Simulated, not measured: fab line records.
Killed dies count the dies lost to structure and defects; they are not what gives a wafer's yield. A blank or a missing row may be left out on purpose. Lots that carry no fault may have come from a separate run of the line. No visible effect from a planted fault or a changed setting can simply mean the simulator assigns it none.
fab line records || flow nand-harc
record: {"lots": 14, "wafers": 42, "last-day": 25}
route steps=1159 shown A_M0@1016 A_M1@1034
lots untouched by any fault: they come from a run of this same line in which no faults occurred
start-h: hours from the record's first day to the start of the lot's first wafer shown || wait-h: how many hours have passed since the lot's step before this one || " unchanged from the row above || L1.1+2: a single row standing in for several wafers || - no value, or no start given || * or withheld: withheld || < > ~ a bound
route shown NAME@n: names a module that has steps shown in the file, with the first one's number in the route || usual: mean/standard deviation taken from wafers without a fault || same: alike in all rows || chamber/n: place in a boat || sites: per-site readings || _std_site: standard deviation across them || _edge_site: mean of outer sites minus mean of inner sites || radius-mm: for every site, how far away it sits from the centre of the wafer || mask NAME#n: copy n || behind: tool/chamber where the wafer was last shaped || hold: what put the lot on hold/how long, in hours/how the hold closed || device: the transistor (n, p or np) that didn't switch || end of line: the tests these same wafers got at the end of their route || step lacking rows: just its recipe || killed: count of dies lost to structure and defects at first sort (not the wafer's yield) || map: dies across one wafer; x = killed, . = not, _ = none there
set.NAME: the setting the step ran with; set.NAME@STEP: the setting that earlier step ran with || model.NAME: the simulator's own value behind a step, which no gauge read
a sample of lots followed through the steps of the route, with each step as a table and each wafer as a row
services: a tool's chamber out of use, with start hour (start-h, from the record's first day; less than 0 if before it), hours out, and reason
== steps ==
step: NHARC_A_M0_PVD_21
recipe: {"target-thk-a": 300, "chamber-pressure-pa": 5, "power-w": 5000, "substrate-temp-c": 30, "time-s": 20.49, "material": "Cu"}
usual: {"throttle-valve-pct": "30.4/0.94"}
{"lot.wafer": "L609.2", "tool": "pvd-sputter-03", "chamber": "-", "start-h": "-", "wait-h": "-", "throttle-valve-pct": 30.7}
{"lot.wafer": "L609.4", "tool": "pvd-sputter-03", "chamber": "-", "start-h": "-", "wait-h": "-", "throttle-valve-pct": 31.7}
{"lot.wafer": "L609.3", "tool": "pvd-sputter-03", "chamber": "-", "start-h": "-", "wait-h": "-", "throttle-valve-pct": 30.8}
{"lot.wafer": "L610.1", "tool": "pvd-sputter-03", "chamber": "-", "start-h": "-", "wait-h": "-", "throttle-valve-pct": 30.7}
{"lot.wafer": "L610.4", "tool": "pvd-sputter-03", "chamber": "-", "start-h": "-", "wait-h": "-", "throttle-valve-pct": 31.8}
{"lot.wafer": "L610.3", "tool": "pvd-sputter-03", "chamber": "-", "start-h": "-", "wait-h": "-", "throttle-valve-pct": 30.5}
{"lot.wafer": "L612.1", "tool": "pvd-sputter-03", "chamber": "-", "start-h": "-", "wait-h": "-", "throttle-valve-pct": 31.9}
{"lot.wafer": "L612.3", "tool": "pvd-sputter-03", "chamber": "-", "start-h": "-", "wait-h": "-", "throttle-valve-pct": 30.9}
{"lot.wafer": "L612.5", "tool": "pvd-sputter-03", "chamber": "-", "start-h": "-", "wait-h": "-", "throttle-valve-pct": 30.5}
{"lot.wafer": "L611.3", "tool": "pvd-sputter-02", "chamber": "-", "start-h": "-", "wait-h": "-", "throttle-valve-pct": 31.9}
{"lot.wafer": "L611.1", "tool": "pvd-sputter-02", "chamber": "-", "start-h": "-", "wait-h": "-", "throttle-valve-pct": 28.1}
{"lot.wafer": "L611.6", "tool": "pvd-sputter-02", "chamber": "-", "start-h": "-", "wait-h": "-", "throttle-valve-pct": 29.2}
{"lot.wafer": "L614.1", "tool": "pvd-sputter-01", "chamber": "-", "start-h": "-", "wait-h": "-", "throttle-valve-pct": 31.4}
{"lot.wafer": "L614.4", "tool": "pvd-sputter-01", "chamber": "-", "start-h": "-", "wait-h": "-", "throttle-valve-pct": 29.5}
{"lot.wafer": "L614.5", "tool": "pvd-sputter-01", "chamber": "-", "start-h": "-", "wait-h": "-", "throttle-valve-pct": 31.5}
{"lot.wafer": "L616.2", "tool": "pvd-sputter-03", "chamber": "-", "start-h": "-", "wait-h": "-", "throttle-valve-pct": 31.7}
{"lot.wafer": "L616.6", "tool": "pvd-sputter-03", "chamber": "-", "start-h": "-", "wait-h": "-", "throttle-valve-pct": 30.7}
{"lot.wafer": "L616.5", "tool": "pvd-sputter-03", "chamber": "-", "start-h": "-", "wait-h": "-", "throttle-valve-pct": 31.7}
{"lot.wafer": "L618.4", "tool": "pvd-sputter-01", "chamber": "-", "start-h": "-", "wait-h": "-", "throttle-valve-pct": 29.7}
{"lot.wafer": "L618.3", "tool": "pvd-sputter-01", "chamber": "-", "start-h": "-", "wait-h": "-", "throttle-valve-pct": 30.8}
{"lot.wafer": "L618.5", "tool": "pvd-sputter-01", "chamber": "-", "start-h": "-", "wait-h": "-", "throttle-valve-pct": 31.4}
{"lot.wafer": "L624.4", "tool": "pvd-sputter-01", "chamber": "-", "start-h": "-", "wait-h": "-", "throttle-valve-pct": 31.4}
{"lot.wafer": "L624.3", "tool": "pvd-sputter-01", "chamber": "-", "start-h": "-", "wait-h": "-", "throttle-valve-pct": 29.9}
{"lot.wafer": "L624.5", "tool": "pvd-sputter-01", "chamber": "-", "start-h": "-", "wait-h": "-", "throttle-valve-pct": 30.6}
{"lot.wafer": "L623.2", "tool": "pvd-sputter-03", "chamber": "-", "start-h": "-", "wait-h": "-", "throttle-valve-pct": 31.7}
{"lot.wafer": "L623.6", "tool": "pvd-sputter-03", "chamber": "-", "start-h": "-", "wait-h": "-", "throttle-valve-pct": 30.9}
{"lot.wafer": "L623.5", "tool": "pvd-sputter-03", "chamber": "-", "start-h": "-", "wait-h": "-", "throttle-valve-pct": 29.9}
{"lot.wafer": "L626.3", "tool": "pvd-sputter-03", "chamber": "-", "start-h": "-", "wait-h": "-", "throttle-valve-pct": 30.3}
{"lot.wafer": "L626.4", "tool": "pvd-sputter-03", "chamber": "-", "start-h": "-", "wait-h": "-", "throttle-valve-pct": 31.8}
{"lot.wafer": "L626.2", "tool": "pvd-sputter-03", "chamber": "-", "start-h": "-", "wait-h": "-", "throttle-valve-pct": 30.9}
{"lot.wafer": "L625.4", "tool": "pvd-sputter-02", "chamber": "-", "start-h": "-", "wait-h": "-", "throttle-valve-pct": 28.2}
{"lot.wafer": "L625.1", "tool": "pvd-sputter-02", "chamber": "-", "start-h": "-", "wait-h": "-", "throttle-valve-pct": 32.1}
{"lot.wafer": "L625.3", "tool": "pvd-sputter-02", "chamber": "-", "start-h": "-", "wait-h": "-", "throttle-valve-pct": 30.2}
{"lot.wafer": "L629.1", "tool": "pvd-sputter-01", "chamber": "-", "start-h": "-", "wait-h": "-", "throttle-valve-pct": 29.7}
{"lot.wafer": "L629.3", "tool": "pvd-sputter-01", "chamber": "-", "start-h": "-", "wait-h": "-", "throttle-valve-pct": 30.6}
{"lot.wafer": "L629.5", "tool": "pvd-sputter-01", "chamber": "-", "start-h": "-", "wait-h": "-", "throttle-valve-pct": 30.5}
{"lot.wafer": "L631.1", "tool": "pvd-sputter-02", "chamber": "-", "start-h": "-", "wait-h": "-", "throttle-valve-pct": 30.0}
{"lot.wafer": "L631.3", "tool": "pvd-sputter-02", "chamber": "-", "start-h": "-", "wait-h": "-", "throttle-valve-pct": 29.8}
{"lot.wafer": "L631.5", "tool": "pvd-sputter-02", "chamber": "-", "start-h": "-", "wait-h": "-", "throttle-valve-pct": 30.0}
{"lot.wafer": "L628.2", "tool": "pvd-sputter-01", "chamber": "-", "start-h": "-", "wait-h": "-", "throttle-valve-pct": 29.5}
{"lot.wafer": "L628.4", "tool": "pvd-sputter-01", "chamber": "-", "start-h": "-", "wait-h": "-", "throttle-valve-pct": 29.7}
{"lot.wafer": "L628.5", "tool": "pvd-sputter-01", "chamber": "-", "start-h": "-", "wait-h": "-", "throttle-valve-pct": 30.6}
step: NHARC_A_M0_THK_MEAS_24
recipe: {"thk-meas-gauge": "xrf"}
usual: {"thk-nm": "114.2/1.7"}
{"lot.wafer": "L609.2", "tool": "film-metro-01", "chamber": "-", "start-h": 403.35, "wait-h": "-", "thk-nm": 112.7}
{"lot.wafer": "L609.3", "tool": "film-metro-01", "chamber": "-", "start-h": 403.35, "wait-h": "-", "thk-nm": 115.0}
{"lot.wafer": "L609.4", "tool": "film-metro-01", "chamber": "-", "start-h": 403.35, "wait-h": "-", "thk-nm": 116.5}
{"lot.wafer": "L610.1", "tool": "film-metro-02", "chamber": "-", "start-h": 408.40, "wait-h": "-", "thk-nm": 113.8}
{"lot.wafer": "L610.3", "tool": "film-metro-02", "chamber": "-", "start-h": 408.40, "wait-h": "-", "thk-nm": 113.2}
{"lot.wafer": "L610.4", "tool": "film-metro-02", "chamber": "-", "start-h": 408.40, "wait-h": "-", "thk-nm": 112.3}
{"lot.wafer": "L612.1", "tool": "film-metro-01", "chamber": "-", "start-h": 409.01, "wait-h": "-", "thk-nm": 112.5}
{"lot.wafer": "L612.3", "tool": "film-metro-01", "chamber": "-", "start-h": 409.01, "wait-h": "-", "thk-nm": 115.5}
{"lot.wafer": "L612.5", "tool": "film-metro-01", "chamber": "-", "start-h": 409.01, "wait-h": "-", "thk-nm": 114.3}
{"lot.wafer": "L611.1", "tool": "film-metro-01", "chamber": "-", "start-h": 412.34, "wait-h": "-", "thk-nm": 115.2}
{"lot.wafer": "L611.3", "tool": "film-metro-01", "chamber": "-", "start-h": 412.34, "wait-h": "-", "thk-nm": 114.8}
{"lot.wafer": "L611.6", "tool": "film-metro-01", "chamber": "-", "start-h": 412.34, "wait-h": "-", "thk-nm": 114.6}
{"lot.wafer": "L614.1", "tool": "film-metro-01", "chamber": "-", "start-h": 414.21, "wait-h": "-", "thk-nm": 111.8}
{"lot.wafer": "L614.4", "tool": "film-metro-01", "chamber": "-", "start-h": 414.21, "wait-h": "-", "thk-nm": 113.1}
{"lot.wafer": "L614.5", "tool": "film-metro-01", "chamber": "-", "start-h": 414.21, "wait-h": "-", "thk-nm": 112.8}
{"lot.wafer": "L616.2", "tool": "film-metro-02", "chamber": "-", "start-h": 451.44, "wait-h": "-", "thk-nm": 113.6}
{"lot.wafer": "L616.5", "tool": "film-metro-02", "chamber": "-", "start-h": 451.44, "wait-h": "-", "thk-nm": 115.5}
{"lot.wafer": "L616.6", "tool": "film-metro-02", "chamber": "-", "start-h": 451.44, "wait-h": "-", "thk-nm": 115.0}
{"lot.wafer": "L618.3", "tool": "film-metro-01", "chamber": "-", "start-h": 461.08, "wait-h": "-", "thk-nm": 114.8}
{"lot.wafer": "L618.4", "tool": "film-metro-01", "chamber": "-", "start-h": 461.08, "wait-h": "-", "thk-nm": 113.1}
{"lot.wafer": "L618.5", "tool": "film-metro-01", "chamber": "-", "start-h": 461.08, "wait-h": "-", "thk-nm": 113.4}
{"lot.wafer": "L624.3", "tool": "film-metro-02", "chamber": "-", "start-h": 504.94, "wait-h": "-", "thk-nm": 115.8}
{"lot.wafer": "L624.4", "tool": "film-metro-02", "chamber": "-", "start-h": 504.94, "wait-h": "-", "thk-nm": 115.6}
{"lot.wafer": "L624.5", "tool": "film-metro-02", "chamber": "-", "start-h": 504.94, "wait-h": "-", "thk-nm": 115.9}
{"lot.wafer": "L623.2", "tool": "film-metro-01", "chamber": "-", "start-h": 505.26, "wait-h": "-", "thk-nm": 115.4}
{"lot.wafer": "L623.5", "tool": "film-metro-01", "chamber": "-", "start-h": 505.26, "wait-h": "-", "thk-nm": 115.4}
{"lot.wafer": "L623.6", "tool": "film-metro-01", "chamber": "-", "start-h": 505.26, "wait-h": "-", "thk-nm": 112.0}
{"lot.wafer": "L626.2", "tool": "film-metro-02", "chamber": "-", "start-h": 518.78, "wait-h": "-", "thk-nm": 113.5}
{"lot.wafer": "L626.3", "tool": "film-metro-02", "chamber": "-", "start-h": 518.78, "wait-h": "-", "thk-nm": 113.7}
{"lot.wafer": "L626.4", "tool": "film-metro-02", "chamber": "-", "start-h": 518.78, "wait-h": "-", "thk-nm": 111.4}
{"lot.wafer": "L625.1", "tool": "film-metro-02", "chamber": "-", "start-h": 519.47, "wait-h": "-", "thk-nm": 115.7}
{"lot.wafer": "L625.3", "tool": "film-metro-02", "chamber": "-", "start-h": 519.47, "wait-h": "-", "thk-nm": 115.5}
{"lot.wafer": "L625.4", "tool": "film-metro-02", "chamber": "-", "start-h": 519.47, "wait-h": "-", "thk-nm": 117.4}
{"lot.wafer": "L629.1", "tool": "film-metro-01", "chamber": "-", "start-h": 528.58, "wait-h": "-", "thk-nm": 114.6}
{"lot.wafer": "L629.3", "tool": "film-metro-01", "chamber": "-", "start-h": 528.58, "wait-h": "-", "thk-nm": 118.1}
{"lot.wafer": "L629.5", "tool": "film-metro-01", "chamber": "-", "start-h": 528.58, "wait-h": "-", "thk-nm": 114.6}
{"lot.wafer": "L631.1", "tool": "film-metro-02", "chamber": "-", "start-h": 531.99, "wait-h": "-", "thk-nm": 115.7}
{"lot.wafer": "L631.3", "tool": "film-metro-02", "chamber": "-", "start-h": 531.99, "wait-h": "-", "thk-nm": 113.5}
{"lot.wafer": "L631.5", "tool": "film-metro-02", "chamber": "-", "start-h": 531.99, "wait-h": "-", "thk-nm": 116.3}
{"lot.wafer": "L628.2", "tool": "film-metro-02", "chamber": "-", "start-h": 541.50, "wait-h": "-", "thk-nm": 117.0}
{"lot.wafer": "L628.4", "tool": "film-metro-02", "chamber": "-", "start-h": 541.50, "wait-h": "-", "thk-nm": 112.9}
{"lot.wafer": "L628.5", "tool": "film-metro-02", "chamber": "-", "start-h": 541.50, "wait-h": "-", "thk-nm": 114.5}
step: NHARC_A_M0_INSPECT_27
usual: {"raw-defect-count": "470/130"}
{"lot.wafer": "L609.2", "tool": "defect-inspect-02", "chamber": "-", "start-h": 403.50, "wait-h": 0.0, "raw-defect-count": 554}
{"lot.wafer": "L609.3", "tool": "defect-inspect-02", "chamber": "-", "start-h": 403.50, "wait-h": 0.0, "raw-defect-count": 536}
{"lot.wafer": "L609.4", "tool": "defect-inspect-02", "chamber": "-", "start-h": 403.50, "wait-h": 0.0, "raw-defect-count": 912}
{"lot.wafer": "L610.1", "tool": "defect-inspect-02", "chamber": "-", "start-h": 408.55, "wait-h": 0.0, "raw-defect-count": 630}
{"lot.wafer": "L610.3", "tool": "defect-inspect-02", "chamber": "-", "start-h": 408.55, "wait-h": 0.0, "raw-defect-count": 409}
{"lot.wafer": "L610.4", "tool": "defect-inspect-02", "chamber": "-", "start-h": 408.55, "wait-h": 0.0, "raw-defect-count": 531}
{"lot.wafer": "L612.1", "tool": "defect-inspect-02", "chamber": "-", "start-h": 409.19, "wait-h": 0.0, "raw-defect-count": 618}
{"lot.wafer": "L612.3", "tool": "defect-inspect-02", "chamber": "-", "start-h": 409.19, "wait-h": 0.0, "raw-defect-count": 364}
{"lot.wafer": "L612.5", "tool": "defect-inspect-02", "chamber": "-", "start-h": 409.19, "wait-h": 0.0, "raw-defect-count": 394}
{"lot.wafer": "L611.1", "tool": "defect-inspect-01", "chamber": "-", "start-h": 412.50, "wait-h": 0.0, "raw-defect-count": 379}
{"lot.wafer": "L611.3", "tool": "defect-inspect-01", "chamber": "-", "start-h": 412.50, "wait-h": 0.0, "raw-defect-count": 341}
{"lot.wafer": "L611.6", "tool": "defect-inspect-01", "chamber": "-", "start-h": 412.50, "wait-h": 0.0, "raw-defect-count": 410}
{"lot.wafer": "L614.1", "tool": "defect-inspect-02", "chamber": "-", "start-h": 414.36, "wait-h": 0.0, "raw-defect-count": 375}
{"lot.wafer": "L614.4", "tool": "defect-inspect-02", "chamber": "-", "start-h": 414.36, "wait-h": 0.0, "raw-defect-count": 469}
{"lot.wafer": "L614.5", "tool": "defect-inspect-02", "chamber": "-", "start-h": 414.36, "wait-h": 0.0, "raw-defect-count": 710}
{"lot.wafer": "L616.2", "tool": "defect-inspect-01", "chamber": "-", "start-h": 451.60, "wait-h": 0.0, "raw-defect-count": 415}
{"lot.wafer": "L616.5", "tool": "defect-inspect-01", "chamber": "-", "start-h": 451.60, "wait-h": 0.0, "raw-defect-count": 361}
{"lot.wafer": "L616.6", "tool": "defect-inspect-01", "chamber": "-", "start-h": 451.60, "wait-h": 0.0, "raw-defect-count": 382}
{"lot.wafer": "L618.3", "tool": "defect-inspect-01", "chamber": "-", "start-h": 461.24, "wait-h": 0.0, "raw-defect-count": 359}
{"lot.wafer": "L618.4", "tool": "defect-inspect-01", "chamber": "-", "start-h": 461.24, "wait-h": 0.0, "raw-defect-count": 300}
{"lot.wafer": "L618.5", "tool": "defect-inspect-01", "chamber": "-", "start-h": 461.24, "wait-h": 0.0, "raw-defect-count": 390}
{"lot.wafer": "L624.3", "tool": "defect-inspect-01", "chamber": "-", "start-h": 505.09, "wait-h": 0.0, "raw-defect-count": 467}
{"lot.wafer": "L624.4", "tool": "defect-inspect-01", "chamber": "-", "start-h": 505.09, "wait-h": 0.0, "raw-defect-count": 539}
{"lot.wafer": "L624.5", "tool": "defect-inspect-01", "chamber": "-", "start-h": 505.09, "wait-h": 0.0, "raw-defect-count": 417}
{"lot.wafer": "L623.2", "tool": "defect-inspect-01", "chamber": "-", "start-h": 505.42, "wait-h": 0.0, "raw-defect-count": 461}
{"lot.wafer": "L623.5", "tool": "defect-inspect-01", "chamber": "-", "start-h": 505.42, "wait-h": 0.0, "raw-defect-count": 407}
{"lot.wafer": "L623.6", "tool": "defect-inspect-01", "chamber": "-", "start-h": 505.42, "wait-h": 0.0, "raw-defect-count": 427}
{"lot.wafer": "L626.2", "tool": "defect-inspect-02", "chamber": "-", "start-h": 518.95, "wait-h": 0.0, "raw-defect-count": 426}
{"lot.wafer": "L626.3", "tool": "defect-inspect-02", "chamber": "-", "start-h": 518.95, "wait-h": 0.0, "raw-defect-count": 393}
{"lot.wafer": "L626.4", "tool": "defect-inspect-02", "chamber": "-", "start-h": 518.95, "wait-h": 0.0, "raw-defect-count": 409}
{"lot.wafer": "L625.1", "tool": "defect-inspect-01", "chamber": "-", "start-h": 519.62, "wait-h": 0.0, "raw-defect-count": 290}
{"lot.wafer": "L625.3", "tool": "defect-inspect-01", "chamber": "-", "start-h": 519.62, "wait-h": 0.0, "raw-defect-count": 354}
{"lot.wafer": "L625.4", "tool": "defect-inspect-01", "chamber": "-", "start-h": 519.62, "wait-h": 0.0, "raw-defect-count": 416}
{"lot.wafer": "L629.1", "tool": "defect-inspect-02", "chamber": "-", "start-h": 528.74, "wait-h": 0.0, "raw-defect-count": 371}
{"lot.wafer": "L629.3", "tool": "defect-inspect-02", "chamber": "-", "start-h": 528.74, "wait-h": 0.0, "raw-defect-count": 415}
{"lot.wafer": "L629.5", "tool": "defect-inspect-02", "chamber": "-", "start-h": 528.74, "wait-h": 0.0, "raw-defect-count": 502}
{"lot.wafer": "L631.1", "tool": "defect-inspect-02", "chamber": "-", "start-h": 532.14, "wait-h": 0.0, "raw-defect-count": 523}
{"lot.wafer": "L631.3", "tool": "defect-inspect-02", "chamber": "-", "start-h": 532.14, "wait-h": 0.0, "raw-defect-count": 573}
{"lot.wafer": "L631.5", "tool": "defect-inspect-02", "chamber": "-", "start-h": 532.14, "wait-h": 0.0, "raw-defect-count": 447}
{"lot.wafer": "L628.2", "tool": "defect-inspect-02", "chamber": "-", "start-h": 541.68, "wait-h": 0.0, "raw-defect-count": 583}
{"lot.wafer": "L628.4", "tool": "defect-inspect-02", "chamber": "-", "start-h": 541.68, "wait-h": 0.0, "raw-defect-count": 539}
{"lot.wafer": "L628.5", "tool": "defect-inspect-02", "chamber": "-", "start-h": 541.68, "wait-h": 0.0, "raw-defect-count": 436}
step: NHARC_A_M1_PEB_07
recipe: {"peb-temp-c": 100, "peb-time-s": 65}
usual: {"chill-plate-temp-C": "23.00/0.11", "exhaust-pa": "44.9/0.83"}
{"lot.wafer": "L609.2", "tool": "litho-track-06", "chamber": 0, "start-h": 406.36, "wait-h": 0.1, "chill-plate-temp-C": 23.20, "exhaust-pa": 44.6}
{"lot.wafer": "L609.3", "tool": "litho-track-06", "chamber": 0, "start-h": 406.36, "wait-h": 0.1, "chill-plate-temp-C": 23.12, "exhaust-pa": 45.7}
{"lot.wafer": "L609.4", "tool": "litho-track-06", "chamber": 0, "start-h": 406.36, "wait-h": 0.1, "chill-plate-temp-C": 23.10, "exhaust-pa": 45.9}
{"lot.wafer": "L610.1", "tool": "litho-track-04", "chamber": 0, "start-h": 409.87, "wait-h": 0.1, "chill-plate-temp-C": 22.98, "exhaust-pa": 43.5}
{"lot.wafer": "L610.3", "tool": "litho-track-04", "chamber": 0, "start-h": 409.87, "wait-h": 0.1, "chill-plate-temp-C": 22.86, "exhaust-pa": 45.3}
{"lot.wafer": "L610.4", "tool": "litho-track-04", "chamber": 0, "start-h": 409.87, "wait-h": 0.1, "chill-plate-temp-C": 23.02, "exhaust-pa": 45.5}
{"lot.wafer": "L612.1", "tool": "litho-track-04", "chamber": 0, "start-h": 410.61, "wait-h": 0.1, "chill-plate-temp-C": 22.99, "exhaust-pa": 45.7}
{"lot.wafer": "L612.3", "tool": "litho-track-04", "chamber": 0, "start-h": 410.61, "wait-h": 0.1, "chill-plate-temp-C": 22.94, "exhaust-pa": 44.8}
{"lot.wafer": "L612.5", "tool": "litho-track-04", "chamber": 0, "start-h": 410.61, "wait-h": 0.1, "chill-plate-temp-C": 22.83, "exhaust-pa": 45.2}
{"lot.wafer": "L611.1", "tool": "litho-track-01", "chamber": 0, "start-h": 413.82, "wait-h": 0.1, "chill-plate-temp-C": 22.82, "exhaust-pa": 44.3}
{"lot.wafer": "L611.3", "tool": "litho-track-01", "chamber": 0, "start-h": 413.82, "wait-h": 0.1, "chill-plate-temp-C": 23.10, "exhaust-pa": 45.1}
{"lot.wafer": "L611.6", "tool": "litho-track-01", "chamber": 0, "start-h": 413.82, "wait-h": 0.1, "chill-plate-temp-C": 22.95, "exhaust-pa": 44.6}
{"lot.wafer": "L614.1", "tool": "litho-track-04", "chamber": 0, "start-h": 415.70, "wait-h": 0.1, "chill-plate-temp-C": 23.01, "exhaust-pa": 45.0}
{"lot.wafer": "L614.4", "tool": "litho-track-04", "chamber": 0, "start-h": 415.70, "wait-h": 0.1, "chill-plate-temp-C": 23.10, "exhaust-pa": 44.3}
{"lot.wafer": "L614.5", "tool": "litho-track-04", "chamber": 0, "start-h": 415.70, "wait-h": 0.1, "chill-plate-temp-C": 23.06, "exhaust-pa": 44.4}
{"lot.wafer": "L616.2", "tool": "litho-track-01", "chamber": "-", "start-h": 452.92, "wait-h": 0.1, "chill-plate-temp-C": "-", "exhaust-pa": "-"}
{"lot.wafer": "L616.5", "tool": "litho-track-01", "chamber": "-", "start-h": 452.92, "wait-h": 0.1, "chill-plate-temp-C": "-", "exhaust-pa": "-"}
{"lot.wafer": "L616.6", "tool": "litho-track-01", "chamber": "-", "start-h": 452.92, "wait-h": 0.1, "chill-plate-temp-C": "-", "exhaust-pa": "-"}
{"lot.wafer": "L618.3", "tool": "litho-track-01", "chamber": "-", "start-h": 462.81, "wait-h": 0.0, "chill-plate-temp-C": "-", "exhaust-pa": "-"}
{"lot.wafer": "L618.4", "tool": "litho-track-01", "chamber": "-", "start-h": 462.81, "wait-h": 0.0, "chill-plate-temp-C": "-", "exhaust-pa": "-"}
{"lot.wafer": "L618.5", "tool": "litho-track-01", "chamber": "-", "start-h": 462.81, "wait-h": 0.0, "chill-plate-temp-C": "-", "exhaust-pa": "-"}
{"lot.wafer": "L624.3", "tool": "litho-track-01", "chamber": 0, "start-h": 506.39, "wait-h": 0.0, "chill-plate-temp-C": 23.00, "exhaust-pa": 45.0}
{"lot.wafer": "L624.4", "tool": "litho-track-01", "chamber": 0, "start-h": 506.39, "wait-h": 0.0, "chill-plate-temp-C": 23.00, "exhaust-pa": 45.1}
{"lot.wafer": "L624.5", "tool": "litho-track-01", "chamber": 0, "start-h": 506.39, "wait-h": 0.0, "chill-plate-temp-C": 23.12, "exhaust-pa": 45.4}
{"lot.wafer": "L623.2", "tool": "litho-track-06", "chamber": 0, "start-h": 506.72, "wait-h": 0.1, "chill-plate-temp-C": 23.03, "exhaust-pa": 44.2}
{"lot.wafer": "L623.5", "tool": "litho-track-06", "chamber": 0, "start-h": 506.72, "wait-h": 0.1, "chill-plate-temp-C": 22.91, "exhaust-pa": 44.2}
{"lot.wafer": "L623.6", "tool": "litho-track-06", "chamber": 0, "start-h": 506.72, "wait-h": 0.1, "chill-plate-temp-C": 22.97, "exhaust-pa": 46.2}
{"lot.wafer": "L626.2", "tool": "litho-track-06", "chamber": 0, "start-h": 520.26, "wait-h": 0.1, "chill-plate-temp-C": 23.09, "exhaust-pa": 45.2}
{"lot.wafer": "L626.3", "tool": "litho-track-06", "chamber": 0, "start-h": 520.26, "wait-h": 0.1, "chill-plate-temp-C": 23.09, "exhaust-pa": 43.8}
{"lot.wafer": "L626.4", "tool": "litho-track-06", "chamber": 0, "start-h": 520.26, "wait-h": 0.1, "chill-plate-temp-C": 23.09, "exhaust-pa": 44.6}
{"lot.wafer": "L625.1", "tool": "litho-track-04", "chamber": 0, "start-h": 521.00, "wait-h": 0.1, "chill-plate-temp-C": 22.90, "exhaust-pa": 45.0}
{"lot.wafer": "L625.3", "tool": "litho-track-04", "chamber": 0, "start-h": 521.00, "wait-h": 0.1, "chill-plate-temp-C": 22.96, "exhaust-pa": 44.7}
{"lot.wafer": "L625.4", "tool": "litho-track-04", "chamber": 0, "start-h": 521.00, "wait-h": 0.1, "chill-plate-temp-C": 22.86, "exhaust-pa": 45.8}
{"lot.wafer": "L629.1", "tool": "litho-track-01", "chamber": 0, "start-h": 530.35, "wait-h": 0.1, "chill-plate-temp-C": 23.06, "exhaust-pa": 44.5}
{"lot.wafer": "L629.3", "tool": "litho-track-01", "chamber": 0, "start-h": 530.35, "wait-h": 0.1, "chill-plate-temp-C": 23.01, "exhaust-pa": 45.1}
{"lot.wafer": "L629.5", "tool": "litho-track-01", "chamber": 0, "start-h": 530.35, "wait-h": 0.1, "chill-plate-temp-C": 23.04, "exhaust-pa": 44.7}
{"lot.wafer": "L631.1", "tool": "litho-track-06", "chamber": 0, "start-h": 533.62, "wait-h": 0.1, "chill-plate-temp-C": 22.96, "exhaust-pa": 44.6}
{"lot.wafer": "L631.3", "tool": "litho-track-06", "chamber": 0, "start-h": 533.62, "wait-h": 0.1, "chill-plate-temp-C": 22.99, "exhaust-pa": 44.2}
{"lot.wafer": "L631.5", "tool": "litho-track-06", "chamber": 0, "start-h": 533.62, "wait-h": 0.1, "chill-plate-temp-C": 22.84, "exhaust-pa": 45.4}
{"lot.wafer": "L628.2", "tool": "litho-track-06", "chamber": 0, "start-h": 542.85, "wait-h": 0.1, "chill-plate-temp-C": 22.88, "exhaust-pa": 44.9}
{"lot.wafer": "L628.4", "tool": "litho-track-06", "chamber": 0, "start-h": 542.85, "wait-h": 0.1, "chill-plate-temp-C": 22.87, "exhaust-pa": 44.9}
{"lot.wafer": "L628.5", "tool": "litho-track-06", "chamber": 0, "start-h": 542.85, "wait-h": 0.1, "chill-plate-temp-C": 23.02, "exhaust-pa": 44.8}
== services ==
{"tool": "pvd-sputter-01", "chamber": "-", "start-h": 380.41, "hours": 2.9, "kind": "repair"}
{"tool": "pvd-sputter-02", "chamber": "-", "start-h": 392.00, "hours": 10.0, "kind": "pm"}
{"tool": "pvd-sputter-03", "chamber": "-", "start-h": 392.28, "hours": 1.3, "kind": "repair"}
{"tool": "pvd-sputter-02", "chamber": "-", "start-h": 411.50, "hours": 4.1, "kind": "repair"}
{"tool": "litho-track-01", "chamber": "-", "start-h": 443.00, "hours": 7.0, "kind": "pm"}
{"tool": "pvd-sputter-03", "chamber": "-", "start-h": 458.04, "hours": 10.0, "kind": "pm"}
{"tool": "litho-track-06", "chamber": "-", "start-h": 467.00, "hours": 7.0, "kind": "pm"}
{"tool": "pvd-sputter-01", "chamber": "-", "start-h": 473.36, "hours": 1.2, "kind": "repair"}
{"tool": "pvd-sputter-03", "chamber": "-", "start-h": 476.42, "hours": 1.3, "kind": "repair"}
{"tool": "pvd-sputter-02", "chamber": "-", "start-h": 481.35, "hours": 2.7, "kind": "repair"}
{"tool": "litho-track-04", "chamber": "-", "start-h": 491.00, "hours": 7.0, "kind": "pm"}
{"tool": "pvd-sputter-01", "chamber": "-", "start-h": 514.01, "hours": 10.0, "kind": "pm"}
{"tool": "pvd-sputter-01", "chamber": "-", "start-h": 527.49, "hours": 1.4, "kind": "repair"}
== key ==
first-sign: {"step": "NHARC_A_M1_PEB_07", "reading": "tool-record", "direction": "missing"}
effect none on later readings
met-at NHARC_A_M1_PEB_07
struck-lots L616,L618
later-rows-left-out L616.2,L616.5,L616.6,L618.3,L618.4,L618.5
sort-left-out L616.2,L616.5,L616.6,L618.3,L618.4,L618.5
not-acting-at NHARC_A_M0_PVD_21,NHARC_A_M0_THK_MEAS_24,NHARC_A_M0_INSPECT_27
onset-between 413.82 452.92
fault: {"kind": "skipped-step-whole", "tool": "litho-track-01", "chamber": "-", "onset-h": 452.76, "steps": "NHARC_A_M1_PEB_07", "scope": "struck-lots-only"}
sort-left-out: the simulated sort isn't trusted on such a fault, so these wafers' sort isn't shown, and their yield isn't known
later-rows-left-out: the simulator's readings of these wafers behind a module that went badly wrong aren't trusted and aren't shown, but for the sort
